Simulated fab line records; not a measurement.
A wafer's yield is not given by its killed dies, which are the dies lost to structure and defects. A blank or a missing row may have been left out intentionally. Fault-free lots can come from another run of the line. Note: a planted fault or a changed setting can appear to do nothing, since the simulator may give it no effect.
Which of the tools did it? | flow n5-finfet | 7 lots with 21 wafers sampled at 6 steps, on a route of 1938 steps

## WHAT THE GAUGES SHOWED, per wafer
N5_BEOL_M4_RC_MEAS_101. Usual: DIBL_N 35.1 mV/V, standard deviation 1.6; DIBL_P 34.9 mV/V, standard deviation 1.8; IOFF_N 0.143 nA/um, standard deviation 0.026; IOFF_P 0.21 nA/um, standard deviation 0.037; ION_N 671 uA/um, standard deviation 11; ION_P 463 uA/um, standard deviation 7.8; SS_N 71.2 mV/dec, standard deviation 0.58; SS_P 73.0 mV/dec, standard deviation 0.54; VT_N 251 mV, standard deviation 3; VT_P -250 mV, standard deviation 4.1.
lot  | measured     | on        | DIBL_N (mV/V)  | DIBL_P (mV/V)  | IOFF_N (nA/um)    | IOFF_P (nA/um) | ION_N (uA/um) | ION_P (uA/um) | SS_N (mV/dec)  | SS_P (mV/dec)  | VT_N (mV)   | VT_P (mV)      | flag
L127 | day 10 14:44 | prober-01 | 35.6 33.0 37.3 | 36.1 33.0 38.3 | 0.139 0.098 0.168 | 0.21 0.17 0.24 | 675 654 690   | 467 456 474   | 71.7 70.8 72.6 | 73.2 72.1 74.0 | 250 256 248 | -250 -252 -245 |
L125 | day 11 01:00 | prober-01 | 34.3 35.9 33.5 | 35.1 36.5 34.4 | 0.135 0.155 0.131 | 0.20 0.23 0.20 | 681 691 668   | 467 467 469   | 71.2 71.6 71.2 | 73.2 73.7 72.3 | 254 251 252 | -248 -246 -250 |
L129 | day 11 06:17 | prober-01 | 32.3 35.7 34.8 | 30.9 36.4 34.2 | 0.105 0.159 0.141 | 0.15 0.22 0.19 | 663 677 673   | 458 466 463   | 70.3 71.0 70.4 | 72.7 73.3 73.2 | 255 248 251 | -251 -246 -248 |
L131 | day 11 23:14 | prober-02 | 36.7 38.4 38.0 | 36.5 37.9 37.9 | 0.161 0.194 0.191 | 0.26 0.30 0.30 | 684 687 692   | 474 478 478   | 71.2 72.3 71.5 | 73.9 73.7 73.6 | 250 246 248 | -244 -242 -239 |
L139 | day 14 18:48 | prober-01 | 34.3 37.4 36.3 | 33.8 38.1 36.9 | 0.121 0.175 0.154 | 0.19 0.26 0.23 | 656 675 674   | 450 472 472   | 71.3 71.4 71.2 | 72.6 73.6 72.7 | 253 249 251 | -251 -247 -250 |
L141 | day 15 03:55 | prober-01 | 37.5 35.5 36.4 | 36.4 34.0 35.6 | 0.162 0.135 0.157 | 0.26 0.23 0.25 | 673 673 677   | 469 466 476   | 71.4 71.0 71.7 | 73.5 73.5 74.0 | 252 251 250 | -244 -247 -243 |
L142 | day 15 04:52 | prober-01 | 35.0 34.8 35.2 | 35.3 36.6 35.1 | 0.138 0.135 0.132 | 0.21 0.23 0.21 | 667 661 677   | 463 462 474   | 71.1 71.2 71.0 | 73.1 73.1 73.1 | 249 249 249 | -248 -247 -248 |

N5_BEOL_M8_OCD_MEAS_38. Usual: 93.6 nm for trench-depth-nm, sd 1.5.
lot  | measured     | on     | trench-depth-nm (nm) | flag
L127 | day 12 06:40 | ocd-02 | 94.6 95.7 93.8       |
L125 | day 12 20:56 | ocd-02 | 92.1 94.0 91.7       |
L129 | day 12 21:17 | ocd-01 | 96.6 96.2 95.6       |
L131 | day 13 07:34 | ocd-01 | 92.1 92.9 93.0       |
L139 | day 16 18:01 | ocd-01 | 94.5 94.4 95.4       |
L141 | day 16 18:26 | ocd-02 | 94.0 93.2 93.8       |
L142 | day 16 21:13 | ocd-02 | 94.4 93.6 92.6       |

N5_BEOL_M8_THK_MEAS_53: measures by xrf. Usual: M8_THK 79.6 nm, standard deviation 2.1.
lot  | measured     | on            | M8_THK (nm)    | flag
L127 | day 12 09:44 | film-metro-01 | 78.8 80.9 78.9 |
L125 | day 12 23:52 | film-metro-02 | 79.2 79.6 78.4 |
L129 | day 13 00:58 | film-metro-01 | 84.3 84.8 83.0 |
L131 | day 13 09:49 | film-metro-01 | 78.4 79.9 82.5 |
L139 | day 16 19:56 | film-metro-01 | 79.5 80.8 81.6 |
L141 | day 16 22:02 | film-metro-01 | 78.5 78.8 79.3 |
L142 | day 16 23:30 | film-metro-02 | 79.4 79.5 79.2 |

N5_BEOL_M15_RC_MEAS_101. Usual: COMB_M10 1.49e-11 S/m, standard deviation 2.9e-12; COMB_M11 1.6e-11 S/m, standard deviation 3.4e-12; COMB_M12 6.7e-12 S/m, standard deviation 1.7e-12; COMB_M12_max_site 9.4e-12 S/m, standard deviation 2.3e-12; COMB_M13 5.2e-12 S/m, standard deviation 1.5e-12; COMB_M14 4e-12 S/m, standard deviation 1.3e-12; COMB_M15 2.8e-12 S/m, standard deviation 1.2e-12; COMB_M5 3.8e-11 S/m, standard deviation 7.7e-12; COMB_M6 2.6e-11 S/m, standard deviation 5.3e-12; COMB_M7 2.7e-11 S/m, standard deviation 5.6e-12; COMB_M8 2.5e-11 S/m, standard deviation 5.9e-12; COMB_M8_max_site 3.7e-11 S/m, standard deviation 9.3e-12; COMB_M9 1.5e-11 S/m, standard deviation 3.2e-12; SERP_M10 3.05 ohm/um, standard deviation 0.082; SERP_M11 3.06 ohm/um, standard deviation 0.085; SERP_M12 0.644 ohm/um, standard deviation 0.018; SERP_M12_max_site 0.656 ohm/um, standard deviation 0.019; SERP_M13 0.308 ohm/um, standard deviation 0.0066; SERP_M14 0.161 ohm/um, standard deviation 0.0035; SERP_M14_max_site 0.163 ohm/um, standard deviation 0.0036; SERP_M5 39.0 ohm/um, standard deviation 1.6; SERP_M6 13.7 ohm/um, standard deviation 0.46; SERP_M6_max_site 14.3 ohm/um, standard deviation 0.52; SERP_M7 13.7 ohm/um, standard deviation 0.55; SERP_M8 13.7 ohm/um, standard deviation 0.5; SERP_M8_max_site 14.2 ohm/um, standard deviation 0.55; SERP_M9 3.06 ohm/um, standard deviation 0.088.
lot  | measured     | on        | COMB_M10 (S/m)             | COMB_M11 (S/m)          | COMB_M12 (S/m)           | COMB_M12_max_site (S/m)   | COMB_M13 (S/m)          | COMB_M14 (S/m)          | COMB_M15 (S/m)          | COMB_M5 (S/m)           | COMB_M6 (S/m)           | COMB_M7 (S/m)           | COMB_M8 (S/m)            | COMB_M8_max_site (S/m)    | COMB_M9 (S/m)           | SERP_M10 (ohm/um) | SERP_M11 (ohm/um) | SERP_M12 (ohm/um) | SERP_M12_max_site (ohm/um) | SERP_M13 (ohm/um) | SERP_M14 (ohm/um) | SERP_M14_max_site (ohm/um) | SERP_M5 (ohm/um) | SERP_M6 (ohm/um) | SERP_M6_max_site (ohm/um) | SERP_M7 (ohm/um) | SERP_M8 (ohm/um) | SERP_M8_max_site (ohm/um) | SERP_M9 (ohm/um) | flag
L127 | day 14 12:19 | prober-01 | 1.45e-11 2.03e-11 1.49e-11 | 1.5e-11 1.6e-11 1.6e-11 | 6e-12 7.4e-12 5.3e-12    | 1.19e-11 1.2e-11 6.8e-12  | 5.6e-12 5.9e-12 5.4e-12 | 5.9e-12 4.9e-12 5.2e-12 | 3.3e-12 3e-12 4.5e-12   | 4.3e-11 2.8e-11 3.8e-11 | 2.3e-11 3.3e-11 2.8e-11 | 2.4e-11 2.5e-11 2.8e-11 | 4.2e-11 2.4e-11 3.4e-11  | 7.8e-11 3.3e-11 4.7e-11   | 1.3e-11 1.5e-11 1.6e-11 | 3.00 3.05 3.04    | 3.13 3.00 3.01    | 0.674 0.677 0.639 | 0.681 0.701 0.652          | 0.305 0.308 0.310 | 0.165 0.162 0.163 | 0.167 0.165 0.165          | 40.6 39.7 41.0   | 13.7 13.6 13.5   | 14.3 14.0 13.8            | 14.1 14.0 13.5   | 13.6 13.2 13.6   | 13.9 13.4 14.6            | 3.02 3.11 2.90   |
L125 | day 15 02:41 | prober-01 | 1.47e-11 1.75e-11 1.77e-11 | 1.5e-11 1.6e-11 1.2e-11 | 8.2e-12 8.7e-12 9.5e-12  | 1.02e-11 9.3e-12 1.49e-11 | 5.7e-12 5.7e-12 7.5e-12 | 5.5e-12 5.2e-12 6e-12   | 3.5e-12 4.2e-12 3.1e-12 | 4.3e-11 4.8e-11 3.6e-11 | 1.6e-11 2e-11 2.5e-11   | 2.7e-11 2.6e-11 2.9e-11 | 1.94e-10 2.6e-11 1.9e-11 | 2.83e-10 3.7e-11 2.9e-11  | 1.4e-11 1.5e-11 1.1e-11 | 3.05 3.04 3.09    | 3.15 2.99 3.01    | 0.648 0.653 0.660 | 0.661 0.664 0.678          | 0.317 0.317 0.318 | 0.160 0.163 0.164 | 0.163 0.166 0.166          | 38.9 37.4 38.3   | 13.3 13.2 13.2   | 13.9 13.8 13.9            | 13.6 13.4 13.7   | 12.5 13.9 13.5   | 12.8 14.5 14.1            | 3.08 3.16 3.21   | OFF
L129 | day 15 09:30 | prober-02 | 9.9e-12 1.62e-11 1e-11     | 1.3e-11 1e-11 1.5e-11   | 6e-12 5e-12 6.3e-12      | 8.9e-12 5.8e-12 9.5e-12   | 3.8e-12 4.4e-12 3.2e-12 | 2.8e-12 2.5e-12 2.4e-12 | 1.9e-12 2.2e-12 8e-13   | 3.7e-11 4.8e-11 3.5e-11 | 1.8e-11 2.2e-11 3.6e-11 | 2.3e-11 4.6e-11 3e-11   | 1.6e-10 1.53e-10 2e-11   | 2.55e-10 2.27e-10 2.9e-11 | 1.8e-11 1.6e-11 1.6e-11 | 3.05 3.03 3.09    | 3.08 3.09 3.05    | 0.633 0.663 0.644 | 0.651 0.680 0.649          | 0.306 0.321 0.311 | 0.157 0.162 0.158 | 0.158 0.163 0.161          | 39.5 39.2 40.2   | 13.6 13.9 14.1   | 14.4 14.1 14.5            | 14.1 14.3 13.9   | 11.9 11.5 13.1   | 12.6 12.1 13.7            | 3.12 3.05 3.01   | OFF
L131 | day 15 14:39 | prober-01 | 1.25e-11 1.4e-11 1.32e-11  | 1.6e-11 1.8e-11 2e-11   | 1.04e-11 7.2e-12 9.1e-12 | 1.17e-11 7.9e-12 1.16e-11 | 7.5e-12 5.6e-12 7.9e-12 | 5.2e-12 4.8e-12 5.9e-12 | 4.1e-12 3.4e-12 3.3e-12 | 4e-11 3.6e-11 4.2e-11   | 2.1e-11 1.9e-11 2.1e-11 | 2.5e-11 2.6e-11 2.7e-11 | 2.1e-11 2.1e-11 1.58e-10 | 3.5e-11 3.1e-11 2.51e-10  | 1.6e-11 1.5e-11 1.5e-11 | 3.04 3.00 2.99    | 3.18 3.23 3.09    | 0.659 0.638 0.660 | 0.679 0.645 0.682          | 0.315 0.311 0.306 | 0.156 0.160 0.164 | 0.158 0.162 0.165          | 39.2 38.0 37.5   | 13.4 14.0 13.6   | 14.3 14.5 14.0            | 14.4 14.8 13.6   | 14.2 13.1 12.2   | 14.6 14.1 12.6            | 2.94 3.13 3.14   | OFF
L139 | day 19 02:16 | prober-01 | 1.27e-11 1.34e-11 1.69e-11 | 1.1e-11 1.3e-11 1.7e-11 | 6.3e-12 8.7e-12 7.1e-12  | 1e-11 1.06e-11 9e-12      | 6.5e-12 6.7e-12 6.5e-12 | 5.1e-12 5.1e-12 5e-12   | 3.6e-12 3.9e-12 4.4e-12 | 3.9e-11 3e-11 3.7e-11   | 2.7e-11 2.5e-11 2.4e-11 | 2.7e-11 2.5e-11 2.4e-11 | 4.4e-11 4e-11 3.5e-11    | 6.3e-11 5.1e-11 4.2e-11   | 1.4e-11 1.3e-11 1.3e-11 | 3.17 3.27 3.23    | 2.94 3.09 3.00    | 0.636 0.671 0.645 | 0.643 0.682 0.658          | 0.313 0.311 0.293 | 0.161 0.163 0.158 | 0.163 0.165 0.160          | 39.0 38.7 38.8   | 13.6 14.5 14.1   | 14.4 15.8 14.5            | 13.8 13.6 13.7   | 13.5 13.2 13.5   | 13.7 13.3 13.9            | 3.14 3.07 3.05   |
L141 | day 19 11:56 | prober-02 | 1.6e-11 1.97e-11 1.22e-11  | 1.1e-11 1.7e-11 1.5e-11 | 3.9e-12 4.9e-12 6e-12    | 8.1e-12 6.7e-12 7.8e-12   | 3.6e-12 3.9e-12 5.2e-12 | 3.3e-12 3e-12 3.3e-12   | 2.3e-12 2.1e-12 1.7e-12 | 3.4e-11 3.7e-11 5.2e-11 | 2.2e-11 1.8e-11 2.4e-11 | 2.7e-11 1.6e-11 2.9e-11 | 2.9e-11 2.9e-11 2.9e-11  | 3.9e-11 3.5e-11 3.3e-11   | 1e-11 1.3e-11 1.6e-11   | 3.05 3.04 2.91    | 2.94 3.08 2.91    | 0.617 0.660 0.620 | 0.624 0.677 0.630          | 0.315 0.310 0.290 | 0.159 0.162 0.168 | 0.160 0.165 0.169          | 39.7 41.6 39.1   | 13.7 14.6 13.5   | 14.5 15.0 14.0            | 14.3 14.2 13.7   | 13.5 13.9 13.4   | 14.3 14.5 13.9            | 2.97 3.02 3.00   |
L142 | day 19 11:56 | prober-01 | 1.73e-11 2.13e-11 1.42e-11 | 1.9e-11 2.3e-11 2e-11   | 8.6e-12 9.2e-12 8.7e-12  | 1.1e-11 1.35e-11 1.2e-11  | 6.5e-12 7.1e-12 7.9e-12 | 4.5e-12 5.8e-12 4.4e-12 | 4.6e-12 4.4e-12 4.4e-12 | 3e-11 4.9e-11 3.3e-11   | 3.1e-11 3.2e-11 3.1e-11 | 2.9e-11 3e-11 3.2e-11   | 2.6e-11 2.7e-11 2.1e-11  | 3.4e-11 5e-11 3.5e-11     | 1.7e-11 2.2e-11 1.5e-11 | 3.15 3.22 3.13    | 3.05 2.99 2.96    | 0.649 0.640 0.661 | 0.658 0.647 0.665          | 0.299 0.310 0.299 | 0.163 0.166 0.159 | 0.164 0.168 0.162          | 37.2 40.4 39.2   | 13.3 13.8 13.7   | 13.8 14.1 14.2            | 13.3 12.9 13.2   | 14.2 14.1 14.0   | 14.6 14.9 14.4            | 3.08 3.07 3.00   |

## EACH LOT AND THE TOOL THAT RAN IT (in order: tool; ch and the chambers of the sampled wafers; start)
lot  | N5_BEOL_M8_STRIP_36                | N5_BEOL_M8_ALD_77
L127 | rie-diel-06 ch 0,1,3, day 12 06:28 | ald-metal-04 ch 1,2, day 12 07:37
L125 | rie-diel-06 ch 2,3, day 12 20:44   | ald-metal-04 ch 0,2,3, day 12 21:41
L129 | rie-diel-04 ch 0,1, day 12 21:05   | ald-metal-04 ch 0,1, day 12 22:04
L131 | rie-diel-05 ch 0,1,2, day 13 07:22 | ald-metal-04 ch 0,2,3, day 13 08:21
L139 | rie-diel-06 ch 1,2,3, day 16 17:49 | ald-metal-04 ch 0,1,3, day 16 18:39
L141 | rie-diel-04 ch 1,2, day 16 18:13   | ald-metal-04 ch 0,1,3, day 16 19:08
L142 | rie-diel-06 ch 0,1,2, day 16 21:01 | ald-metal-04 ch 0,3, day 16 21:59
- N5_BEOL_M8_STRIP_36: strips in N2/H2.
- N5_BEOL_M8_ALD_77: deposits TaN, target thk 2 nm, pulse time 2 s, purge time 3 s.

## WHAT THE TOOLS THEMSELVES READ (means of the sampled wafers that have a number; where no wafer has one, the mark that the record gives instead)
N5_BEOL_M8_STRIP_36. Usual: drypump-motor-current-A 5.74 A, standard deviation 0.25; oes-product-au 0.84 a.u., standard deviation 0.061; power-w 450.0 W, standard deviation 1.4; rf-vpp-V 59.1 V, standard deviation 1.5; showerhead-plenum-p-Torr 2.58 Torr, standard deviation 0.083; throttle-valve-pct 23.5 %, standard deviation 0.31.
lot  | tool        | drypump-motor-current-A (A) | oes-product-au (a.u.) | power-w (W) | rf-vpp-V (V) | showerhead-plenum-p-Torr (Torr) | throttle-valve-pct (%) | flag
L127 | rie-diel-06 | 5.48                        | 0.85                  | 448.5       | 57.3         | 2.58                            | 23.6                   |
L125 | rie-diel-06 | 5.58                        | 0.86                  | 450.6       | 60.1         | 2.64                            | 23.1                   |
L129 | rie-diel-04 | 5.64                        | 0.91                  | 448.8       | 57.7         | 2.52                            | 23.5                   |
L131 | rie-diel-05 | 5.84                        | 0.80                  | 449.8       | 59.6         | 2.55                            | 23.4                   |
L139 | rie-diel-06 | 5.55                        | 0.81                  | 450.8       | 59.6         | 2.56                            | 23.4                   |
L141 | rie-diel-04 | 5.85                        | 0.88                  | 450.8       | 57.7         | 2.62                            | 23.6                   |
L142 | rie-diel-06 | 5.67                        | 0.77                  | 449.9       | 58.8         | 2.59                            | 23.6                   |

N5_BEOL_M8_ALD_77. Usual: 402 W for heater-power-w, sd 27.
lot  | tool         | heater-power-w (W) | flag
L127 | ald-metal-04 | 399                |
L125 | ald-metal-04 | 420                |
L129 | ald-metal-04 | 395                |
L131 | ald-metal-04 | 421                |
L139 | ald-metal-04 | 384                |
L141 | ald-metal-04 | 382                |
L142 | ald-metal-04 | 412                |

## THE ANSWER, worked out from the rows above alone
Rule: take the mean of a lot's wafers that have a number; if it is more than 3 standard deviations from the usual mean, the lot is off. Also off: a lot with no number at a reading for which 4 or more lots have one. Where the step has rows for the other lots, those lots are counted as sound. The gauges are gone through in route order, then the tools' own readings, and for those a lot's mean is taken as printed above. At the first step where some lot is off, the reading lying furthest off is the one used; lots without a number count as furthest.
Off: at N5_BEOL_M15_RC_MEAS_101 (COMB_M8), L125, L129, L131.
If a tool, at a process step before that reading, ran all the lots that are off and no sound lot after the first of them, it fits. The gauges at N5_BEOL_M15_RC_MEAS_101 are tried like those tools. None of those tried fits.

## WHAT THE SIMULATOR HAD INSERTED
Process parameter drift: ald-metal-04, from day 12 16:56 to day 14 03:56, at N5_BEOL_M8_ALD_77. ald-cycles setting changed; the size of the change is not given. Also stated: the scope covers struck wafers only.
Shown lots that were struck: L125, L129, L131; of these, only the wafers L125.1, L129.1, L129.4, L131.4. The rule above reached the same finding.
